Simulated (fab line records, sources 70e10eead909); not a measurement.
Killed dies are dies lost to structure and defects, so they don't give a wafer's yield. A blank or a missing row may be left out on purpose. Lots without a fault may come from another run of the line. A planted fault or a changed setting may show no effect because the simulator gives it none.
Problem report in the 8D (eight disciplines) form, filled by code | flow nand_harc | the parts of the form that need people (team, actions taken, sign-off) are left out

1. THE PROBLEM
time_to_endpoint_s at NHARC_A_SGD_CUT_CMP_21 reads a mean of 30.0 s on 2 wafers of 2 lots; wafers without a fault read 51.1 s with a standard deviation of 2.5. That is -8.5 standard deviations from the usual mean.
The step: polishes, target thk 148.19 nm.
First seen on wafer L610.2, day 17 09:04, on cmp-02. The record holds 36 wafers of 12 lots with a number at this step. Rule for "out", or "out of limits": more than 4 standard deviations from the usual mean. The other wafers with a number count as sound.

2. WHAT IT IS AND WHAT IT IS NOT
question                    | is                 | is not
which readings at this step | time_to_endpoint_s | motor_current_A
which lots                  | L610, L614         | L598, L599, L600, L602, L603, L605, L608, L609, L619, L621
which wafers of those lots  | L610.2, L614.4     | L610.3, L610.5, L614.3, L614.5
read on which tools         | cmp-02             | cmp-01, cmp-04
when                        | from day 17 09:04  | up to then (26 sound wafers); but 8 sound wafers of L614, L619, L621 came after

3. SUSPECTS, AND WHAT RULES EACH OUT
Counting: a tool at a process step up to the reading stays a suspect if it ran every lot that is out. Sound lots after the first of them don't rule it out here, since some wafers of a struck lot are sound.
- rie_diel-05 at NHARC_A_STAIRCASE_ETCHBACK_422 (etches the open film in CH3F/O2, target depth 40 nm, time 74.286 s): kept. It ran every lot that is out, first L610 (day 17 00:05); its last sound lot up to then is L609 (day 16 15:50).
- pecvd-02 at NHARC_A_STAIRCASE_DEP_471 (deposits SiO2, target thk 100 nm): kept. It ran every lot that is out, first L610 (day 17 00:46); its last sound lot up to then is L609 (day 16 16:32).
- cmp-02 at NHARC_A_SGD_CUT_CMP_21 (polishes, target thk 148.19 nm): kept. It ran every lot that is out, first L610 (day 17 09:04); its last sound lot up to then is L609 (day 16 23:19). Its own readings are out on those wafers: time_to_endpoint_s.
Left after counting: rie_diel-05 at NHARC_A_STAIRCASE_ETCHBACK_422, pecvd-02 at NHARC_A_STAIRCASE_DEP_471, cmp-02 at NHARC_A_SGD_CUT_CMP_21.

4. THE CAUSE (what the simulator had put in)
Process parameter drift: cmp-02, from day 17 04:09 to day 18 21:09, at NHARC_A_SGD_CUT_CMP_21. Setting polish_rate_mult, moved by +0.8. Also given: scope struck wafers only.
Counting left 3 suspects, and this tool is among them.

5. THE CHAIN OF EFFECTS, in route order
Each row: a reading whose mean over the struck wafers that have a number lies more than 3 standard deviations from the usual. Only readings for which the record gives a usual standard deviation are gone through. hours: the time from each lot's start at the first step in this table that gives one to its start at this step, as a median over the lots. sigmas: the change in usual standard deviations.
hours | step                   | reading            | usual  | on struck wafers | change | sigmas
0     | NHARC_A_SGD_CUT_CMP_21 | time_to_endpoint_s | 51.1 s | 30.0             | -21.1  | -8.5
The process steps in it:
- NHARC_A_SGD_CUT_CMP_21: polishes, target thk 148.19 nm.
Later measuring or inspecting steps at which every struck wafer that the step has a row for has a number for every such reading, and none has moved that far: NHARC_END_SORT_01.

6. WHAT WOULD HAVE CAUGHT IT SOONER
In this record the first reading out of limits was taken at day 17 09:04, 5 hours after the fault began at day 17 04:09.
